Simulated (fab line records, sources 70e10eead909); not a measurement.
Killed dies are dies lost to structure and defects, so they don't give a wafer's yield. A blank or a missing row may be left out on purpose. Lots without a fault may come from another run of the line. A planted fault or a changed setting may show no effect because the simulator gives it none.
Chamber matching | flow nand_harc | NHARC_P_M2_ETCH_35 on rie_diel-01: 4 sister chambers
The step etches the open film in N2/H2, target depth 40 nm, overetch 12 nm, time 43.94 s. 8 wafers are shown with their chamber, then 7 later ones without.

WAFERS WITH THEIR CHAMBER
wafer  | chamber | showerhead_plenum_p_Torr (Torr) | drypump_motor_current_A (A)
L079.5 | 2       | 2.18                            | 5.75
L080.4 | 0       | 1.95                            | 6.37
L080.6 | 2       | 2.17                            | 5.75
L083.3 | 1       | 2.14                            | 5.98
L083.5 | 0       | 1.95                            | 6.45
L083.6 | 3       | 2.02                            | 5.86
L085.1 | 3       | 2.02                            | 5.86
L085.4 | 1       | 2.14                            | 5.98

WAFERS WITHOUT THEIR CHAMBER
wafer  | showerhead_plenum_p_Torr (Torr) | drypump_motor_current_A (A)
L085.6 | 2.17                            | 5.73
L092.2 | 2.17                            | 5.73
L092.3 | 2.02                            | 5.89
L092.5 | 2.13                            | 5.99
L094.1 | 2.02                            | 5.85
L094.3 | 1.95                            | 6.44
L094.5 | 1.94                            | 6.44

WHICH CHAMBER EACH WENT THROUGH
wafer  | from the rows above | in truth
L085.6 | 2                   | 2
L092.2 | 2                   | 2
L092.3 | 3                   | 3
L092.5 | 1                   | 1
L094.1 | 3                   | 3
L094.3 | 0                   | 0
L094.5 | 0                   | 0
Placed correctly: 7 of 7. Can't be placed from these rows: 0. Placed wrongly: 0.
How it was worked out, from the rows above alone: a wafer's distance from a chamber is the root of the sum, over the readings, of the square of ((its reading less the chamber's mean) divided by the reading's scatter). The wafer belongs to the nearest chamber; if the next one is less than 2 further off, it can't be placed. A chamber's mean is the mean of its shown wafers. The scatter: the root of (the sum of the squares of (reading less its chamber's mean) over the shown wafers, divided by (wafers less chambers)).
